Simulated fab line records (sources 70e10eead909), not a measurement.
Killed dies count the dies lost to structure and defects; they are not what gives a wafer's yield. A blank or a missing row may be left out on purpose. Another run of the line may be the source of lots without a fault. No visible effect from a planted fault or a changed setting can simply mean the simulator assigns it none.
Code-filled problem report in 8D (eight disciplines) form | flow nand_harc | the parts of the form that need people (team, actions taken, sign-off) are left out

== 1. WHAT WENT WRONG ==
thk_nm at NHARC_A_ONON_D1_THK_MEAS_18 reads a mean of 1770 nm on 4 wafers of 2 lots; wafers without a fault read 1002 nm with a standard deviation of 13. Measured from the usual mean, that is +59 standard deviations.
The step: measures by ellipsometry.
The first sign was on wafer L701.3 at day 11 03:24, on film_metro-02. The record has a number at this step for 41 wafers belonging to 14 lots. By rule, "out" or "out of limits" means more than 4 standard deviations away from the usual mean. All remaining wafers that have a number are taken as sound.

== 2. WHAT IT IS, AND WHAT IT ISN'T ==
question                    | is                             | is not
which readings at this step | thk_nm                         | -
which lots                  | L701, L702                     | L690, L691, L692, L693, L694, L697, L700, L704, L708, L710, L711, L712
which wafers of those lots  | L701.3, L701.4, L702.3, L702.5 | L701.1
read on which gauges        | film_metro-02                  | film_metro-01
when                        | from day 11 03:24              | up to then (22 sound wafers); but 15 sound wafers of L704, L708, L710, L711, L712 came after

== 3. SUSPECTS, AND WHAT RULES EACH OUT ==
Counting: any tool at a process step up to the reading remains a suspect provided it ran every lot that is out. Sound lots after the first of them don't rule it out here, since some wafers of a struck lot are sound.
- the gauge at NHARC_A_ONON_D1_THK_MEAS_18: kept. All the wafers that are out were read on film_metro-02, and no step on other tools shows them out.
- pecvd_onon-02 at NHARC_A_ONON_D1_DEP_16 (target thk 1000 nm): kept. It processed each lot that is out (first: L701, day 11 02:53); up to then, its last sound lot is L697 (day 9 10:38).
What counting leaves: pecvd_onon-02 at NHARC_A_ONON_D1_DEP_16 and film_metro-02 at NHARC_A_ONON_D1_THK_MEAS_18.

== 4. THE CAUSE (what the simulator had put in) ==
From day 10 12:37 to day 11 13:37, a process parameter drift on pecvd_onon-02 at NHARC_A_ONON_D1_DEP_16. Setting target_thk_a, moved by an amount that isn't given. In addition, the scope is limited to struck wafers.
2 suspects survive the count, and this tool is in that group.

== 5. THE EFFECT CHAIN, in route order ==
Rows list readings where the struck wafers' mean (over those with a number) sits beyond 3 standard deviations from the usual. Only readings whose record carries a usual standard deviation are examined. hours: median over the lots of the time between each lot's start at the first step of this table that gives one and its start at this step. sigmas: the change, counted in usual standard deviations.
hours | step                        | reading | usual   | on struck wafers | change | sigmas
0     | NHARC_A_ONON_D1_THK_MEAS_18 | thk_nm  | 1002 nm | 1770             | +768   | +59

== 6. WHAT WOULD HAVE CAUGHT IT SOONER ==
15 hours passed between the start of the fault at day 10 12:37 and the first reading out of limits at a measuring or inspecting step in this record, taken at day 11 03:24.
No tool reading at NHARC_A_ONON_D1_DEP_16 that has a usual standard deviation in the record was out on any struck wafer, so an alarm limit of 4 standard deviations on those readings would not have fired.
The start of NHARC_A_ONON_D1_DEP_16 on pecvd_onon-02 came by day 11 03:24 for every one of the lots that are out (2). Holding the tool at that point would not have protected any of them.
